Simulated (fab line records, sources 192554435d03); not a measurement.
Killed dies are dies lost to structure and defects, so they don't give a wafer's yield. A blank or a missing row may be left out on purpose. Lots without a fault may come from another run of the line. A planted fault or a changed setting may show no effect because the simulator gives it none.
Tool commonality check | flow n5_finfet | 9 lots, 25 wafers sampled

WHY IT WAS OPENED
At N5_SPACER0_INSPECT_04 the reading raw_defect_count is flagged on 1 of 9 lots. Wafers without a fault read 149, standard deviation 36.
Rule: a lot is flagged when every wafer of it that has a number lies more than 4 standard deviations from that mean, or none has a number. The other lots count as sound.

lot  | measured    | on                | raw_defect_count, wafer by wafer | flag
L624 | day 4 05:53 | defect_inspect-02 | 169 129 137                      |
L625 | day 4 11:35 | defect_inspect-01 | 143 155 203                      |
L626 | day 4 19:46 | defect_inspect-01 | 144 176 143                      |
L628 | day 5 08:56 | defect_inspect-02 | 171 141 173                      |
L629 | day 5 13:32 | defect_inspect-02 | 87 105 150                       |
L639 | day 8 01:52 | defect_inspect-02 | 544                              | FLAGGED
L640 | day 8 11:47 | defect_inspect-01 | 244 202 197                      |
L642 | day 8 19:58 | defect_inspect-02 | 95 101 80                        |
L641 | day 8 20:52 | defect_inspect-02 | 121 118 140                      |
The numbers of the flagged lots are 544 on average: +395 against the usual, or +11 standard deviations.

WHICH TOOL RAN EACH LOT
The record holds 4 process steps before the reading, out of a route of 1938 steps. In each cell: the tool, then ch and the chambers that the sampled wafers went through, then the start.
lot  | flag    | N5_DUMMY_GATE_ETCH_37             | N5_DUMMY_GATE_TRIM_49           | N5_DUMMY_GATE_STRIP_40            | N5_DUMMY_GATE_ETCH_32
L624 |         | rie_diel-01 ch 0,1,3, day 4 04:13 | rie_si-03 ch 0,1,2, day 4 04:19 | rie_diel-01 ch 0,2, day 4 04:25   | rie_si-04 ch 1,2,3, day 4 04:46
L625 |         | rie_diel-01 ch 2,3, day 4 09:36   | rie_si-05 ch 0,1,3, day 4 09:41 | rie_diel-06 ch 0,1,3, day 4 10:02 | rie_si-03 ch 0,1,2, day 4 10:23
L626 |         | rie_diel-01 ch 2,3, day 4 15:45   | rie_si-04 ch 0,1,2, day 4 15:50 | rie_diel-02 ch 1,2,3, day 4 15:58 | rie_si-04 ch 0,1,2, day 4 16:23
L628 |         | rie_diel-06 ch 1,2, day 5 07:19   | rie_si-05 ch 1,2,3, day 5 07:24 | rie_diel-06 ch 0,1,3, day 5 07:30 | rie_si-03 ch 0,2,3, day 5 07:51
L629 |         | rie_diel-01 ch 0,1,2, day 5 11:56 | rie_si-05 ch 1,2,3, day 5 12:00 | rie_diel-02 ch 0,1,3, day 5 12:07 | rie_si-03 ch 0,2,3, day 5 12:26
L639 | FLAGGED | rie_diel-02 ch 0, day 8 00:14     | rie_si-05 ch 0, day 8 00:19     | rie_diel-02 ch 0, day 8 00:25     | rie_si-04 ch 1, day 8 00:46
L640 |         | rie_diel-06 ch 0,2,3, day 8 09:47 | rie_si-04 ch 1,3, day 8 09:52   | rie_diel-06 ch 0,2,3, day 8 10:05 | rie_si-03 ch 1,2, day 8 10:26
L642 |         | rie_diel-01 ch 1,2, day 8 18:16   | rie_si-03 ch 0,2,3, day 8 18:22 | rie_diel-06 ch 0,3, day 8 18:27   | rie_si-05 ch 1,2, day 8 18:48
L641 |         | rie_diel-02 ch 0,1, day 8 19:15   | rie_si-03 ch 0,1,2, day 8 19:20 | rie_diel-02 ch 0,2,3, day 8 19:26 | rie_si-04 ch 0,3, day 8 19:46
What these steps do:
- N5_DUMMY_GATE_ETCH_37: etches SOC in N2/H2, target depth 60 nm, overetch 30 nm.
- N5_DUMMY_GATE_TRIM_49: chemistry O2, time 29 s, target cd 14 nm.
- N5_DUMMY_GATE_STRIP_40: strips in CF4.
- N5_DUMMY_GATE_ETCH_32: etches SiO2 in CF4, target depth 3.5 nm, time 3.9 s.
- N5_SPACER0_INSPECT_04: inspects for defects (darkfield).

FLAGGED OVER TOTAL, TOOL BY TOOL (the gauges that took the reading come last)
step                   | tool              | lots run | flagged | share of the flagged lots | sound lots run after its first flagged lot
N5_DUMMY_GATE_ETCH_37  | rie_diel-01       | 5        | 0       | none                      | -
N5_DUMMY_GATE_ETCH_37  | rie_diel-02       | 2        | 1       | all                       | 1 (L641)
N5_DUMMY_GATE_ETCH_37  | rie_diel-06       | 2        | 0       | none                      | -
N5_DUMMY_GATE_TRIM_49  | rie_si-03         | 3        | 0       | none                      | -
N5_DUMMY_GATE_TRIM_49  | rie_si-04         | 2        | 0       | none                      | -
N5_DUMMY_GATE_TRIM_49  | rie_si-05         | 4        | 1       | all                       | 0
N5_DUMMY_GATE_STRIP_40 | rie_diel-01       | 1        | 0       | none                      | -
N5_DUMMY_GATE_STRIP_40 | rie_diel-02       | 4        | 1       | all                       | 1 (L641)
N5_DUMMY_GATE_STRIP_40 | rie_diel-06       | 4        | 0       | none                      | -
N5_DUMMY_GATE_ETCH_32  | rie_si-03         | 4        | 0       | none                      | -
N5_DUMMY_GATE_ETCH_32  | rie_si-04         | 4        | 1       | all                       | 1 (L641)
N5_DUMMY_GATE_ETCH_32  | rie_si-05         | 1        | 0       | none                      | -
N5_SPACER0_INSPECT_04  | defect_inspect-01 | 3        | 0       | none                      | -
N5_SPACER0_INSPECT_04  | defect_inspect-02 | 6        | 1       | all                       | 2 (L642,L641)

WHAT THE TABLE ALLOWS
5 rows of the table ran every flagged lot: rie_diel-02 at N5_DUMMY_GATE_ETCH_37, rie_si-05 at N5_DUMMY_GATE_TRIM_49, rie_diel-02 at N5_DUMMY_GATE_STRIP_40, rie_si-04 at N5_DUMMY_GATE_ETCH_32, defect_inspect-02 at N5_SPACER0_INSPECT_04.
- rie_diel-02 at N5_DUMMY_GATE_ETCH_37: 1 of its 2 lots flagged. Sound lots ran on it after the first flagged one (L641), which a lasting fault on the whole tool wouldn't allow.
- rie_si-05 at N5_DUMMY_GATE_TRIM_49: 1 of its 4 lots flagged. Its last sound lot is L629 (day 5 12:00), its first flagged lot L639 (day 8 00:19): a fault that began between those two fits.
- rie_diel-02 at N5_DUMMY_GATE_STRIP_40: 1 of its 4 lots flagged. Sound lots ran on it after the first flagged one (L641), which a lasting fault on the whole tool wouldn't allow.
- rie_si-04 at N5_DUMMY_GATE_ETCH_32: 1 of its 4 lots flagged. Sound lots ran on it after the first flagged one (L641), which a lasting fault on the whole tool wouldn't allow.
- defect_inspect-02 at N5_SPACER0_INSPECT_04: 1 of its 6 lots flagged. Sound lots ran on it after the first flagged one (L642, L641), which a lasting fault on the whole tool wouldn't allow.
One tool is left: rie_si-05 at N5_DUMMY_GATE_TRIM_49.

WHAT THE SIMULATOR HAD PUT IN
Chamber particle source: rie_si-05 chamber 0, from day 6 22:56 on, at N5_DUMMY_GATE_TRIM_49. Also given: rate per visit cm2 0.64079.
Lots struck among those shown: L639. The rule above found the same.
